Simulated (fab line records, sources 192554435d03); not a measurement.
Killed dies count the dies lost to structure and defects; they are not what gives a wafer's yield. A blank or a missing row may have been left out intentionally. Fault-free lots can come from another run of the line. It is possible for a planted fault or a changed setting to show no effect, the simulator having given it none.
One fault seen from 2 desks + flow n5_finfet + every desk sees just its own numbers, and what lay behind them comes last

== TOOL OWNER'S DESK, rie_diel-04 ==
The tool's own readings at N5_FIN_CUT_ETCH_21 (etches SOC in N2/H2, target depth 219 nm, overetch 43.8 nm, time 523.5 s): means of the sampled wafers that have a number, for each lot that ran on this tool. Marked OUT: a lot whose mean sits more than 4 standard deviations from the usual mean, which makes it out of limits; the brackets give that distance.
Columns: A = drypump_motor_current_A at N5_FIN_CUT_ETCH_21, usual 5.7 A; B = oes_product_au at N5_FIN_CUT_ETCH_21, usual 0.70 a.u.; C = rf_vpp_V at N5_FIN_CUT_ETCH_21, usual 241.0 V; D = run_length_s at N5_FIN_CUT_ETCH_21, usual 547.0 s; E = showerhead_plenum_p_Torr at N5_FIN_CUT_ETCH_21, usual 2.55 Torr; F = throttle_valve_pct at N5_FIN_CUT_ETCH_21, usual 17.9 %
| lot  | first seen here | A   | B    | C     | D                       | E    | F    |
|------|-----------------|-----|------|-------|-------------------------|------|------|
| L305 | day 2 22:30     | 6.1 | 0.70 | 241.2 | 547.4                   | 2.58 | 18.0 |
| L311 | day 4 08:58     | 6.2 | 0.69 | 241.4 | 547.1                   | 2.63 | 18.1 |
| L313 | day 5 00:13     | 5.7 | 0.66 | 241.6 | 547.0                   | 2.61 | 18.2 |
| L315 | day 5 13:59     | 5.8 | 0.69 | 241.6 | 547.2                   | 2.58 | 17.9 |
| L316 | day 5 16:32     | 6.2 | 0.73 | 241.5 | 532.9 (-33) OUT         | 2.55 | 17.7 |
| L317 | day 6 02:14     | 6.1 | 0.69 | 242.4 | 504.0 (-99 or more) OUT | 2.65 | 18.4 |
| L320 | day 6 16:26     | 5.6 | 0.68 | 240.8 | 525.5 (-50) OUT         | 2.51 | 18.4 |
Finding of this desk: L316, L317, L320 out of limits; the first was L316 at day 5 16:32, on run_length_s at N5_FIN_CUT_ETCH_21. L305, L311, L313, L315 stayed within limits.

== FROM THE METROLOGY DESK ==
Means of the sampled wafers that have a number, per lot and without regard to the tool the lot ran on: this is what the gauges read. Marked OUT: a lot whose mean sits more than 4 standard deviations from the usual mean, which makes it out of limits; the brackets give that distance. Only the readings that lie furthest out on some lot appear, 7 of the 12 it has.
Columns: A = DIBL_N at N5_BEOL_M4_RC_MEAS_101, usual 35.4 mV/V; B = ION_N at N5_BEOL_M4_RC_MEAS_101, usual 677 uA/um; C = ION_P at N5_BEOL_M4_RC_MEAS_101, usual 462 uA/um; D = SS_N at N5_BEOL_M4_RC_MEAS_101, usual 71.4 mV/dec; E = SS_P at N5_BEOL_M4_RC_MEAS_101, usual 72.9 mV/dec; F = VT_N at N5_BEOL_M4_RC_MEAS_101, usual 250 mV; G = VT_P at N5_BEOL_M4_RC_MEAS_101, usual -251 mV
| lot  | first seen here | A    | B   | C   | D    | E    | F   | G    |
|------|-----------------|------|-----|-----|------|------|-----|------|
| L302 | day 2 02:13     | 37.6 | 675 | 450 | 72.3 | 73.2 | 250 | -256 |
| L304 | day 2 14:27     | 34.5 | 675 | 455 | 71.1 | 72.4 | 250 | -256 |
| L305 | day 2 21:02     | 33.7 | 680 | 463 | 70.7 | 72.1 | 251 | -255 |
| L311 | day 4 07:52     | 36.0 | 674 | 458 | 71.6 | 73.1 | 251 | -253 |
| L312 | day 4 13:33     | 36.5 | 662 | 455 | 71.2 | 72.9 | 248 | -251 |
| L313 | day 4 23:07     | 35.5 | 680 | 464 | 71.6 | 72.8 | 249 | -250 |
| L315 | day 5 12:46     | 34.6 | 679 | 466 | 71.3 | 72.9 | 250 | -249 |
| L316 | day 5 15:17     | 34.2 | 652 | 453 | 71.5 | 72.3 | 256 | -251 |
| L317 | day 6 01:05     | 36.0 | 662 | 455 | 71.7 | 72.8 | 252 | -254 |
| L320 | day 6 15:14     | 35.4 | 687 | 466 | 71.4 | 73.2 | 253 | -252 |
This desk found nothing out of limits on any of the 10 lots.

== ALL TOGETHER ==
The tool owner's desk could have raised an alarm at day 5 16:32, on L316, L317, L320.
At the metrology desk, nothing out of limits was observed.
The metrology desk has L316, L317, L320 on record, within its limits.
The lots listed all ran N5_FIN_CUT_ETCH_21 on rie_diel-04.

== WHAT THE SIMULATOR HAD INSERTED ==
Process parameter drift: rie_diel-04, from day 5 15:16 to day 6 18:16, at N5_FIN_CUT_ETCH_21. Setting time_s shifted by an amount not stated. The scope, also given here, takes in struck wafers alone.
Shown lots that were struck: L316, L317, L320.
Delay in hours, fault start to first out-of-limits reading, by desk: the tool owner's desk at 1.
